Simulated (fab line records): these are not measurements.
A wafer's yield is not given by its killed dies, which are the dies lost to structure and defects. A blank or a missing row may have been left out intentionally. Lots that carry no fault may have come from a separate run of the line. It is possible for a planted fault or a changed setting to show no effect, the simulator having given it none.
Problem report in the 8D (eight disciplines) form, filled by code ; flow n5-finfet ; the parts of the form that need people (team, actions taken, sign-off) are left out

## 1. THE PROBLEM
run-length-s at N5_BEOL_M11_ETCH_66 reads a mean of 317.0 s on 3 wafers of 2 lots; wafers without a fault read 203.4 s with a standard deviation of 0.51. That is +99 or more standard deviations from the usual mean.
The step: etches SOC in N2/H2, target depth 120 nm, overetch 24 nm, time 180 s.
Seen first at day 14 03:44 on rie-diel-03, wafer L385.2. The record holds 18 wafers of 6 lots with a number at this step. The rule behind "out" and "out of limits": a value lying over 4 standard deviations away from the usual mean. The rest of the wafers with a number are treated as sound.

## 2. WHAT IT IS; WHAT IT IS NOT
question;is;is not
which readings at this step;run-length-s;chamber-pressure-mTorr, drypump-motor-current-A, rf-vpp-V, showerhead-plenum-p-Torr, throttle-valve-pct
which lots;L385, L390;L377, L380, L387, L392
which wafers of those lots;L385.2, L390.3, L390.4;L385.1, L385.4, L390.5
read on which tools;rie-diel-03;rie-diel-01, rie-diel-05
when;from day 14 03:44;"up to then (8 sound wafers); but 7 sound wafers of L387, L390, L392 came after"

## 3. THE SUSPECTS, EACH WITH WHAT RULES IT OUT
Counting: a tool at a process step up to the reading stays a suspect if it ran every lot that is out. Sound lots after the first of them don't rule it out here, since some wafers of a struck lot are sound.
- rie-diel-03 at N5_BEOL_M11_DESCUM_33 (chemistry O2, time 7.9 s): kept. It processed each lot that is out (first: L385, day 14 03:39); up to then, its last sound lot is L377 (day 12 13:45).
- rie-diel-03 at N5_BEOL_M11_ETCH_65 (etches SiARC in CF4, target depth 39 nm, time 65 s): kept. It processed each lot that is out (first: L385, day 14 03:41); up to then, its last sound lot is L377 (day 12 13:47).
- rie-diel-03 at N5_BEOL_M11_ETCH_66 (etches SOC in N2/H2, target depth 120 nm, overetch 24 nm, time 180 s): kept. It processed each lot that is out (first: L385, day 14 03:44); up to then, its last sound lot is L377 (day 12 13:50). Its own readings are out on those wafers: run-length-s.
- At N5_BEOL_M11_DESCUM_33, inside rie-diel-03: chamber 3 took the wafers that are out, while their sound lot-mates went through chambers 0, 1, 2.
- At N5_BEOL_M11_ETCH_65, inside rie-diel-03: chamber 3 took the wafers that are out, while their sound lot-mates went through chambers 0, 1, 2.
- At N5_BEOL_M11_ETCH_66, inside rie-diel-03: chamber 3 took the wafers that are out, while their sound lot-mates went through chambers 0, 1, 2.
The count leaves rie-diel-03 at N5_BEOL_M11_DESCUM_33, rie-diel-03 at N5_BEOL_M11_ETCH_65, and rie-diel-03 at N5_BEOL_M11_ETCH_66.

## 4. THE CAUSE (what the simulator had put in)
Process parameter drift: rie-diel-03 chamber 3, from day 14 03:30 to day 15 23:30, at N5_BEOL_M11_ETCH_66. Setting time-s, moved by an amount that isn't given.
Of the 3 suspects that counting leaves, this tool is one.

## 5. SEQUENCE OF EFFECTS, ordered by route
One row per reading whose mean, taken over the struck wafers that have a number, lies over 3 standard deviations from the usual. Only readings whose record carries a usual standard deviation are examined. hours: median over the lots of the time between each lot's start at the first step of this table that gives one and its start at this step. sigmas: the change, counted in usual standard deviations.
hours;step;reading;usual;on struck wafers;change;sigmas
0;N5_BEOL_M11_ETCH_66;run-length-s;203.4 s;317.0;+113.6;+99 or more
It contains these process steps:
- N5_BEOL_M11_ETCH_66: etches SOC in N2/H2, target depth 120 nm, overetch 24 nm, time 180 s.

## 6. WHAT WOULD HAVE CAUGHT IT SOONER
0 hours passed between the start of the fault at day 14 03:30 and the first reading out of limits in this record, taken at day 14 03:44.
